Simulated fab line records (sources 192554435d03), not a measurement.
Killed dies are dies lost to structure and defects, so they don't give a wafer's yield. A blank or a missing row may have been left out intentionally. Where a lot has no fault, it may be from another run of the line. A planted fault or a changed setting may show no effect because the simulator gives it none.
Matching of chambers | flow n5Finfet | rieSi-06 running N5_FIN_SAQP_ETCH_64: 4 sister chambers
The step etches SiO2 in CF4, target depth 1.5 nm. 20 wafers are shown with their chamber, then 10 later ones without.

## WAFERS PAIRED WITH THEIR CHAMBERS
wafer  | chamber | throttleValvePct (%) | drypumpMotorCurrentA (A) | oesProductAu (a.u.)
L078.1 | 2       | 22.02                | 5.3                      | 1.010
L078.3 | 0       | 21.55                | 5.7                      | 0.985
L078.5 | 0       | 21.56                | 5.6                      | 0.999
L080.1 | 0       | 21.56                | 5.6                      | 0.986
L080.2 | 3       | 21.73                | 4.9                      | 1.023
L080.4 | 1       | 21.62                | 5.6                      | 0.968
L081.3 | 2       | 22.01                | 5.3                      | 1.001
L081.5 | 3       | 21.72                | 4.9                      | 1.023
L081.6 | 1       | 21.65                | 5.5                      | 0.975
L082.1 | 3       | 21.73                | 4.9                      | 1.019
L082.3 | 2       | 22.02                | 5.2                      | 0.998
L082.4 | 0       | 21.54                | 5.7                      | 0.982
L083.1 | 3       | 21.71                | 4.9                      | 1.022
L083.4 | 2       | 22.02                | 5.3                      | 1.014
L083.6 | 0       | 21.56                | 5.6                      | 0.995
L086.1 | 3       | 21.73                | 4.9                      | 1.028
L086.2 | 0       | 21.57                | 5.7                      | 0.978
L086.3 | 2       | 22.01                | 5.3                      | 1.010
L087.2 | 1       | 21.66                | 5.6                      | 0.969
L087.4 | 3       | 21.73                | 4.9                      | 1.017

SIGNATURES (averages over the wafers above)
reading              | chamber 0 | chamber 1 | chamber 2 | chamber 3 | scatter within a chamber
throttleValvePct     | 21.5567   | 21.6433   | 22.0160   | 21.7250   | 0.0108
drypumpMotorCurrentA | 5.650     | 5.567     | 5.280     | 4.900     | 0.0431
oesProductAu         | 0.98750   | 0.97067   | 1.00660   | 1.02200   | 0.00613
Rule: for a wafer and a chamber, the distance is found by dividing, reading by reading, the gap between the wafer's reading and the chamber's mean by the reading's scatter, squaring, summing and taking the root. The wafer belongs to the nearest chamber; if the next one is less than 2 further off, it can't be placed. The scatter is the square root of a quotient: the sum, over the shown wafers, of each reading's squared deviation from its chamber's mean, divided by wafers minus chambers.

## WAFERS WITHOUT THEIR CHAMBER
wafer  | throttleValvePct (%) | drypumpMotorCurrentA (A) | oesProductAu (a.u.)
L087.6 | 21.56                | 5.6                      | 0.981
L088.1 | 22.02                | 5.3                      | 1.008
L088.3 | 21.72                | 4.9                      | 1.006
L088.4 | 21.63                | 5.6                      | 0.961
L090.1 | 21.56                | 5.6                      | 0.987
L090.2 | 21.64                | 5.6                      | 0.977
L090.4 | 21.73                | 4.9                      | 1.016
L093.1 | 22.02                | 5.3                      | 1.007
L093.2 | 21.56                | 5.6                      | 0.991
L093.6 | 21.56                | 5.6                      | 0.994

## EACH ONE'S CHAMBER
wafer  | from the rows above | in truth
L087.6 | 0                   | 0
L088.1 | 2                   | 2
L088.3 | 3                   | 3
L088.4 | 1                   | 1
L090.1 | 0                   | 0
L090.2 | 1                   | 1
L090.4 | 3                   | 3
L093.1 | 2                   | 2
L093.2 | 0                   | 0
L093.6 | 0                   | 0
Placed correctly: 10 of 10. Can't be placed from these rows: 0. Placed wrongly: 0.
